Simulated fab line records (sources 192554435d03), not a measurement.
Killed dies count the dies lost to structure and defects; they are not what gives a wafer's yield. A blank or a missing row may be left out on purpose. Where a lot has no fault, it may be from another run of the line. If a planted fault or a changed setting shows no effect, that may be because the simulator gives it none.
fab line records -- flow n5_finfet
record lots=12, wafers=33, last_day=17
route steps=1938 shown BEOL_M5@1191 BEOL_M6@1208 PASSIVATION@1936
lots that met no fault: from a run of the same line without faults
start_h: the number of hours between the record's first day and the start of the first shown wafer of the lot -- wait_h: hours since the lot's step before -- " the same as in the row above -- L1.1+2: several wafers, shown together as one row -- - no value, or no start was given -- * or withheld: withheld -- < > ~ a bound
route shown NAME@n: names a module that has steps shown in the file, with the first one's number in the route -- usual: mean and standard deviation over wafers with no fault -- same: alike in all rows -- chamber/n: place in a boat -- sites: the reading at each site -- _std_site: the standard deviation of these -- _edge_site: mean of outer sites minus mean of inner sites -- radius_mm: for every site, how far away it sits from the centre of the wafer -- mask NAME#n: copy n -- behind: tool/chamber where the wafer was last shaped -- hold: why the lot went on hold/how many hours it stayed there/how the hold came to an end -- device: the transistor (n, p or np) that didn't switch -- end of line: tests of these same wafers at the route's end -- where a step has no rows: the recipe by itself -- killed: not the wafer's yield, but the dies lost to structure and defects at the first sort -- map: per-die view of a wafer (x killed, . not killed, _ where there is no die)
set.NAME: the setting as run; set.NAME@STEP: as run at that earlier step -- model.NAME: the simulator's own value behind a step, which no gauge read
route steps across a sampled set of lots; one table per step, one row per wafer
services: when a tool's chamber went out of use (start_h, in hours from the record's first day, below 0 if earlier), for how many hours, and the reason
## steps
# step N5_BEOL_M5_DEP_56
# recipe material=SiCN, target_thk_a=80, temp_c=withheld, precursor=3MS/NH3, pressure_torr=3, rf_w=202, time_s=14
# usual showerhead_plenum_p_Torr=3.674/0.015, throttle_valve_pct=8.9/0.57
lot.wafer,tool,chamber,start_h,wait_h,showerhead_plenum_p_Torr,throttle_valve_pct
L562.1,pecvd-01,1,176.46,0.0,3.637,9.2
L562.3,pecvd-01,0,176.46,0.0,3.686,8.4
L562.5,pecvd-01,2,176.46,0.0,3.675,9.2
L564.2,pecvd-04,1,185.70,0.0,3.694,9.2
L564.4,pecvd-04,0,185.70,0.0,3.682,8.4
L565.2,pecvd-04,0,193.55,0.0,3.686,8.3
L565.3,pecvd-04,2,193.55,0.0,3.662,8.0
L566.1,pecvd-02,1,196.07,0.0,3.685,9.2
L566.4,pecvd-02,1,196.07,0.0,3.680,9.1
L566.6,pecvd-02,0,196.07,0.0,3.676,9.9
L568.1,pecvd-02,2,213.68,0.0,3.663,9.0
L568.5,pecvd-02,2,213.68,0.0,3.667,8.8
L568.6,pecvd-02,0,213.68,0.0,3.657,9.9
L569.1,pecvd-02,1,217.51,0.0,3.679,8.9
L569.5,pecvd-02,1,217.51,0.0,3.680,9.3
L569.6,pecvd-02,2,217.51,0.0,3.662,8.7
L572.3,pecvd-04,2,239.18,0.0,3.672,7.8
L572.6,pecvd-04,2,239.18,0.0,3.667,7.9
L573.1,pecvd-02,2,242.57,0.0,3.668,8.8
L573.2,pecvd-02,0,242.57,0.0,3.673,9.8
L573.6,pecvd-02,2,242.57,0.0,3.667,8.7
L575.1,pecvd-04,0,259.98,0.0,3.682,8.6
L575.2,pecvd-04,1,259.98,0.0,3.691,9.4
L575.3,pecvd-04,2,259.98,0.0,3.664,7.9
L582.2,pecvd-02,1,302.46,0.0,3.673,9.1
L582.3,pecvd-02,0,302.46,0.0,3.664,10.0
L582.5,pecvd-02,2,302.46,0.0,3.662,9.0
L581.1,pecvd-01,2,303.00,0.0,3.672,8.3
L581.2,pecvd-01,0,303.00,0.0,3.680,8.5
L581.3,pecvd-01,1,303.00,0.0,3.649,9.3
L584.2,pecvd-04,1,319.74,0.0,3.693,9.6
L584.3,pecvd-04,0,319.74,0.0,3.689,8.4
L584.6,pecvd-04,2,319.74,0.0,3.664,8.1
# step N5_BEOL_M5_INSPECT_58
# recipe inspect_instrument=darkfield, mode=post_dep
# usual raw_defect_count=69/24
lot.wafer,tool,chamber,start_h,wait_h,raw_defect_count
L562.1,defect_inspect-02,-,176.55,0.0,69
L562.3,defect_inspect-02,-,176.55,0.0,37
L562.5,defect_inspect-02,-,176.55,0.0,81
L564.2,defect_inspect-01,-,185.80,0.0,85
L564.4,defect_inspect-01,-,185.80,0.0,74
L565.2,defect_inspect-02,-,193.65,0.0,47
L565.3,defect_inspect-02,-,193.65,0.0,49
L566.1,defect_inspect-01,-,196.16,0.0,79
L566.4,defect_inspect-01,-,196.16,0.0,118
L566.6,defect_inspect-01,-,196.16,0.0,120
L568.1,defect_inspect-02,-,213.78,0.0,66
L568.5,defect_inspect-02,-,213.78,0.0,68
L568.6,defect_inspect-02,-,213.78,0.0,70
L569.1,defect_inspect-02,-,217.60,0.0,43
L569.5,defect_inspect-02,-,217.60,0.0,32
L569.6,defect_inspect-02,-,217.60,0.0,49
L572.3,defect_inspect-02,-,239.28,0.0,63
L572.6,defect_inspect-02,-,239.28,0.0,96
L573.1,defect_inspect-02,-,242.66,0.0,74
L573.2,defect_inspect-02,-,242.66,0.0,83
L573.6,defect_inspect-02,-,242.66,0.0,80
L575.1,defect_inspect-02,-,260.07,0.0,94
L575.2,defect_inspect-02,-,260.07,0.0,69
L575.3,defect_inspect-02,-,260.07,0.0,80
L582.2,defect_inspect-01,-,302.56,0.0,96
L582.3,defect_inspect-01,-,302.56,0.0,66
L582.5,defect_inspect-01,-,302.56,0.0,90
L581.1,defect_inspect-01,-,303.10,0.0,96
L581.2,defect_inspect-01,-,303.10,0.0,47
L581.3,defect_inspect-01,-,303.10,0.0,48
L584.2,defect_inspect-02,-,319.84,0.0,34
L584.3,defect_inspect-02,-,319.84,0.0,29
L584.6,defect_inspect-02,-,319.84,0.0,57
# step N5_BEOL_M6_OVL_MEAS_12
# recipe points_per_wafer=44
# usual M6_OVL=0.0/0.69
lot.wafer,tool,chamber,start_h,wait_h,M6_OVL[nm]
L562.1,overlay-01,0,178.16,0.0,0.1
L562.3,overlay-01,0,178.16,0.0,-0.1
L562.5,overlay-01,0,178.16,0.0,0.0
L564.2,overlay-01,0,187.60,0.0,-0.4
L564.4,overlay-01,0,187.60,0.0,-1.2
L565.2,overlay-01,0,195.32,0.0,0.4
L565.3,overlay-01,0,195.32,0.0,0.0
L566.1,overlay-01,0,197.78,0.0,-1.4
L566.4,overlay-01,0,197.78,0.0,-0.4
L566.6,overlay-01,0,197.78,0.0,0.1
L568.1,overlay-01,0,215.76,0.0,-1.6
L568.5,overlay-01,0,215.76,0.0,-0.8
L568.6,overlay-01,0,215.76,0.0,-1.0
L569.1,overlay-02,0,220.51,0.0,0.2
L569.5,overlay-02,0,220.51,0.0,0.5
L569.6,overlay-02,0,220.51,0.0,1.0
L572.3,overlay-02,0,241.32,0.0,0.8
L572.6,overlay-02,0,241.32,0.0,-0.2
L573.1,overlay-01,0,244.18,0.0,-0.2
L573.2,overlay-01,0,244.18,0.0,0.1
L573.6,overlay-01,0,244.18,0.0,0.6
L575.1,overlay-01,0,263.21,0.0,1.5
L575.2,overlay-01,0,263.21,0.0,0.3
L575.3,overlay-01,0,263.21,0.0,2.0
L582.2,overlay-01,0,304.94,0.0,-0.1
L582.3,overlay-01,0,304.94,0.0,-0.4
L582.5,overlay-01,0,304.94,0.0,0.9
L581.1,overlay-02,0,305.11,0.0,0.1
L581.2,overlay-02,0,305.11,0.0,0.4
L581.3,overlay-02,0,305.11,0.0,0.7
L584.2,overlay-02,0,322.10,0.0,-0.1
L584.3,overlay-02,0,322.10,0.0,0.3
L584.6,overlay-02,0,322.10,0.0,0.1
# step N5_BEOL_M6_ETCH_62
# recipe chemistry=N2/H2, target=SOC, target_depth_a=1100, overetch_a=220, mask_material=SiARC, temp_c=40, time_s=165, ion_energy_ev=200, pressure_mtorr=30, source_w=840, bias_w=150, n2_flow_sccm=200, h2_flow_sccm=200
# usual bias_w=150.0/0.5, drypump_motor_current_A=5.7/0.42, h2_flow_sccm=200.0/0.59, oes_product_au=0.69/0.076, rf_vpp_V=525.0/2.2, showerhead_plenum_p_Torr=2.59/0.082, throttle_valve_pct=17.76/0.19
lot.wafer,tool,chamber,start_h,wait_h,bias_w,drypump_motor_current_A,h2_flow_sccm,oes_product_au,rf_hours_counter_h,rf_vpp_V,showerhead_plenum_p_Torr,throttle_valve_pct
L562.1,rie_diel-05,1,178.31,0.0,148.4,5.2,199.9,0.60,250,525.3,2.61,18.17
L562.3,rie_diel-05,0,178.31,0.0,149.5,6.1,199.9,0.63,193,526.5,2.64,17.65
L562.5,rie_diel-05,1,178.31,0.0,148.5,5.2,200.0,0.60,-,526.7,2.61,18.16
L564.2,rie_diel-05,2,187.75,0.0,149.3,6.3,199.9,0.69,101,527.1,2.68,17.72
L564.4,rie_diel-05,2,187.75,0.0,149.3,6.3,200.4,0.69,-,527.1,2.68,17.72
L565.2,rie_diel-05,3,195.47,0.0,149.7,5.6,199.7,0.76,17,527.7,2.73,17.82
L565.3,rie_diel-05,2,195.47,0.0,149.9,6.3,200.4,0.69,105,527.9,2.68,17.75
L566.1,rie_diel-06,0,197.95,0.0,150.5,5.7,199.7,0.64,138,524.1,2.55,17.66
L566.4,rie_diel-06,2,197.95,0.0,150.1,6.1,200.4,0.63,173,526.5,2.68,17.66
L566.6,rie_diel-06,2,197.95,0.0,150.4,6.1,200.1,0.63,-,527.4,2.67,17.66
L568.1,rie_diel-05,3,216.02,0.0,149.7,5.6,199.9,0.75,25,527.1,2.73,17.83
L568.5,rie_diel-05,3,216.02,0.0,149.8,5.6,200.7,0.75,-,529.4,2.73,17.86
L568.6,rie_diel-05,0,216.02,0.0,149.4,6.1,199.4,0.62,-,527.0,2.63,17.68
L569.1,rie_diel-05,1,220.66,0.0,142.5,5.2,200.6,0.83,8,508.3,2.61,17.63
L569.5,rie_diel-05,0,220.66,0.0,142.5,6.1,200.7,0.62,-,509.8,2.63,17.67
L569.6,rie_diel-05,3,220.66,0.0,142.4,5.6,199.9,0.74,-,511.5,2.73,17.86
L572.3,rie_diel-06,1,241.47,0.0,151.0,6.2,200.5,0.59,248,521.8,2.48,17.78
L572.6,rie_diel-06,3,241.47,0.0,150.9,5.8,200.6,0.60,-,523.2,2.52,18.09
L573.1,rie_diel-05,3,244.39,0.0,141.7,5.6,199.2,0.73,35,512.4,2.72,17.84
L573.2,rie_diel-05,2,244.39,0.0,142.9,6.4,199.6,0.67,121,510.2,2.67,17.76
L573.6,rie_diel-05,0,244.39,0.0,142.6,6.1,199.5,0.62,-,510.6,2.63,17.69
L575.1,rie_diel-06,0,264.19,0.0,150.9,5.7,199.7,0.63,162,524.9,2.54,17.72
L575.2,rie_diel-06,3,264.19,0.0,149.8,5.8,201.0,0.61,218,522.3,2.52,18.10
L575.3,rie_diel-06,2,264.19,0.0,150.2,6.1,201.2,0.61,198,527.3,2.66,17.68
L582.2,rie_diel-05,3,305.09,0.0,149.3,5.6,199.9,0.71,57,527.6,2.71,17.88
L582.3,rie_diel-05,1,305.09,0.0,150.0,5.2,199.9,0.77,38,524.8,2.60,17.70
L582.5,rie_diel-05,3,305.09,0.0,148.8,5.6,199.2,0.71,-,527.7,2.71,17.91
L581.1,rie_diel-04,1,305.26,0.0,150.2,5.1,200.2,0.79,19,525.4,2.58,17.82
L581.2,rie_diel-04,2,305.26,0.0,150.9,4.8,199.7,0.78,24,525.8,2.59,17.85
L581.3,rie_diel-04,3,305.26,0.0,150.6,5.4,200.8,0.72,51,520.8,2.46,17.46
L584.2,rie_diel-06,0,322.52,0.0,150.2,5.7,201.0,0.62,184,523.1,2.53,17.74
L584.3,rie_diel-06,1,322.52,0.0,150.1,6.2,199.9,0.81,16,522.2,2.47,17.34
L584.6,rie_diel-06,1,322.52,0.0,150.6,6.2,200.1,0.80,-,523.4,2.47,17.34
# step N5_PASSIVATION_PROBE_49
# usual defect_limited_yield=91.8/1.5, killed_at_M0_to_M3=33/11, killed_at_M4_up=13/5, killed_at_contacts=11/5.6, killed_at_front_end=36/12, killed_at_other=3.4/2.5, killed_dies=97/18, killed_open=64/13, killed_short=31/6.9, sort_bin_4_leakage=0.01/0.048, sort_bin_5_function=4.8/1, sort_bin_6_memory=3.1/0.64, sort_bin_8_speed=0.00/0.014, sort_n_pass=1083/18, sort_yield_pct=91.8/1.5
# same gross_dies=1180, killed_at_back_side=0
lot.wafer,tool,chamber,start_h,wait_h,defect_limited_yield[%],killed_at_M0_to_M3,killed_at_M4_up,killed_at_contacts,killed_at_front_end,killed_at_other,killed_dies,killed_open,killed_short,sort_bin_4_leakage[%],sort_bin_5_function[%],sort_bin_6_memory[%],sort_bin_8_speed[%],sort_n_pass,sort_yield_pct[%]
L581.1,prober-02,-,400.22,0.0,91.9,44,7,17,20,8,96,66,28,0,5.3,2.8,0,1084,91.9
L581.2,prober-02,-,400.27,0.1,93.1,36,3,11,27,4,81,53,28,0,4.2,2.5,0,1099,93.1
L581.3,prober-02,-,400.32,0.1,92.5,38,8,5,32,6,89,54,35,0,4.0,3.1,0,1091,92.5
# killed by level:class
L581.1 BEOL_M2:geometric_particle:open=20 MOL_CONTACT_COAG:geometric_particle:open=13 BEOL_M0_SAQP:geometric_particle:short=12 BEOL_M0_SAQP:geometric_particle:open=7 FIN_SAQP:geometric_particle:open=3 STI_FIN_REVEAL:geometric_particle:open=3 MOL_CONTACT_COAG:geometric_particle:short=3 FIN_SAQP:geometric_particle:short=2
L581.2 MOL_CONTACT_COAG:geometric_particle:open=11 BEOL_M0_SAQP:geometric_particle:short=9 BEOL_M3:geometric_particle:open=9 BEOL_M0_SAQP:geometric_particle:open=8 FIN_SAQP:geometric_particle:short=7 BEOL_M2:geometric_particle:open=5 STI_FIN_REVEAL:geometric_particle:open=3 DUMMY_GATE:geometric_particle:open=3
L581.3 BEOL_M0_SAQP:geometric_particle:short=9 BEOL_M2:geometric_particle:open=6 DUMMY_GATE:geometric_particle:open=6 BEOL_M1:geometric_particle:open=6 BEOL_M3:geometric_particle:open=6 STARTING-WAFER:geometric_particle:short=6 BEOL_M0_SAQP:geometric_particle:open=5 MOL_CONTACT_COAG:geometric_particle:open=4
## services
tool,chamber,start_h,hours,kind
pecvd-02,1,152.91,1.9,repair
rie_diel-05,1,178.48,-,clean
rie_diel-05,1,178.48,-,consumable_replace:focus_ring
pecvd-04,-,180.14,0.9,repair
pecvd-01,-,198.46,1.8,repair
rie_diel-06,0,207.22,4.4,repair
pecvd-04,1,209.48,10.2,repair
rie_diel-04,2,217.90,5.7,repair
pecvd-02,-,225.45,14.6,pm
pecvd-01,0,226.24,23.5,repair
rie_diel-05,0,230.90,5.1,repair
pecvd-01,2,233.26,6.5,repair
pecvd-01,-,237.10,5.5,pm
rie_diel-06,3,245.02,16.7,repair
pecvd-01,-,246.30,0.3,repair
pecvd-02,1,253.92,5.5,scheduled_down
pecvd-04,1,256.77,2.0,repair
pecvd-01,-,265.34,11.7,repair
pecvd-04,1,272.86,2.1,scheduled_down
pecvd-02,0,277.57,2.1,scheduled_down
pecvd-04,-,288.42,0.8,repair
rie_diel-06,2,302.78,3.3,repair
pecvd-02,2,305.69,20.6,repair
rie_diel-04,3,307.04,5.2,repair
## key
first_sign step=N5_BEOL_M6_ETCH_62, reading=bias_w, direction=down, sigmas=15, usual=*, struck=*
effect step=N5_BEOL_M6_ETCH_62, reading=rf_vpp_V, direction=down, sigmas=6.6, usual=525.0, struck=510.5
met_at N5_BEOL_M6_ETCH_62
struck_lots L569,L573
not_acting_at N5_BEOL_M5_DEP_56,N5_BEOL_M5_INSPECT_58,N5_BEOL_M6_OVL_MEAS_12
onset_between 216.02 220.66
fault kind=process_parameter_drift, tool=rie_diel-05, chamber=-, onset_h=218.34, steps=N5_BEOL_M6_ETCH_62, channel=bias_w, offset=*, shape=step, end_h=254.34, acts_in=*, stated=*
